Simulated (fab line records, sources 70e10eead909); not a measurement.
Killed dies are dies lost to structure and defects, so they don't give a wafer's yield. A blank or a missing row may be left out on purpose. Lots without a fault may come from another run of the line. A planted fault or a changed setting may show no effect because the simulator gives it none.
Tool commonality check | flow nand_harc | 3 lots, 9 wafers sampled

WHY IT WAS OPENED
At NHARC_END_SORT_01 the reading killed_at_array is flagged on 3 of 3 lots. Wafers without a fault read 27, standard deviation 8.
Rule: a lot is flagged when every wafer of it that has a number lies more than 4 standard deviations from that mean, or none has a number. The other lots count as sound.

lot  | measured     | on        | killed_at_array, wafer by wafer | flag
L612 | day 21 21:49 | prober-02 | 672 670 673                     | FLAGGED
L616 | day 22 04:27 | prober-01 | 669 674 671                     | FLAGGED
L617 | day 22 07:11 | prober-02 | 673 674 676                     | FLAGGED
The numbers of the flagged lots are 672 on average: +645 against the usual, or +81 standard deviations.

WHICH TOOL RAN EACH LOT
The record holds 3 process steps before the reading, out of a route of 1159 steps. In each cell: the tool, then ch and the chambers that the sampled wafers went through, then the start.
lot  | flag    | NHARC_A_CONTACT_ETCH_111             | NHARC_A_CONTACT_ETCH_113             | NHARC_A_CONTACT_ETCH_121
L612 | FLAGGED | har_cap_etch-02 ch 0,1, day 18 19:16 | har_cap_etch-02 ch 0,1, day 18 19:34 | har_cap_etch-02 ch 0,1, day 18 20:17
L616 | FLAGGED | har_cap_etch-02 ch 0,1, day 19 08:47 | har_cap_etch-02 ch 0,1, day 19 09:05 | har_cap_etch-02 ch 0,1, day 19 09:49
L617 | FLAGGED | har_cap_etch-03 ch 0,1, day 19 11:29 | har_cap_etch-03 ch 0,1, day 19 11:44 | har_cap_etch-03 ch 0,1, day 19 12:27
What these steps do:
- NHARC_A_CONTACT_ETCH_111: etches the open film in C4F8/O2/Ar, time 140 s, target depth 700 nm.
- NHARC_A_CONTACT_ETCH_113: etches the open film in C4F8/O2/Ar, time 94 s, target depth 922 nm.
- NHARC_A_CONTACT_ETCH_121: etches the open film in C4F8/O2/Ar, time 94 s, target depth 922 nm.
- NHARC_END_SORT_01

FLAGGED OVER TOTAL, TOOL BY TOOL (the gauges that took the reading come last)
step                     | tool            | lots run | flagged | share of the flagged lots | sound lots run after its first flagged lot
NHARC_A_CONTACT_ETCH_111 | har_cap_etch-02 | 2        | 2       | some                      | 0
NHARC_A_CONTACT_ETCH_111 | har_cap_etch-03 | 1        | 1       | some                      | 0
NHARC_A_CONTACT_ETCH_113 | har_cap_etch-02 | 2        | 2       | some                      | 0
NHARC_A_CONTACT_ETCH_113 | har_cap_etch-03 | 1        | 1       | some                      | 0
NHARC_A_CONTACT_ETCH_121 | har_cap_etch-02 | 2        | 2       | some                      | 0
NHARC_A_CONTACT_ETCH_121 | har_cap_etch-03 | 1        | 1       | some                      | 0
NHARC_END_SORT_01        | prober-01       | 1        | 1       | some                      | 0
NHARC_END_SORT_01        | prober-02       | 2        | 2       | some                      | 0

WHAT THE TABLE ALLOWS
No row of the table ran every flagged lot.

WHAT THE SIMULATOR HAD PUT IN
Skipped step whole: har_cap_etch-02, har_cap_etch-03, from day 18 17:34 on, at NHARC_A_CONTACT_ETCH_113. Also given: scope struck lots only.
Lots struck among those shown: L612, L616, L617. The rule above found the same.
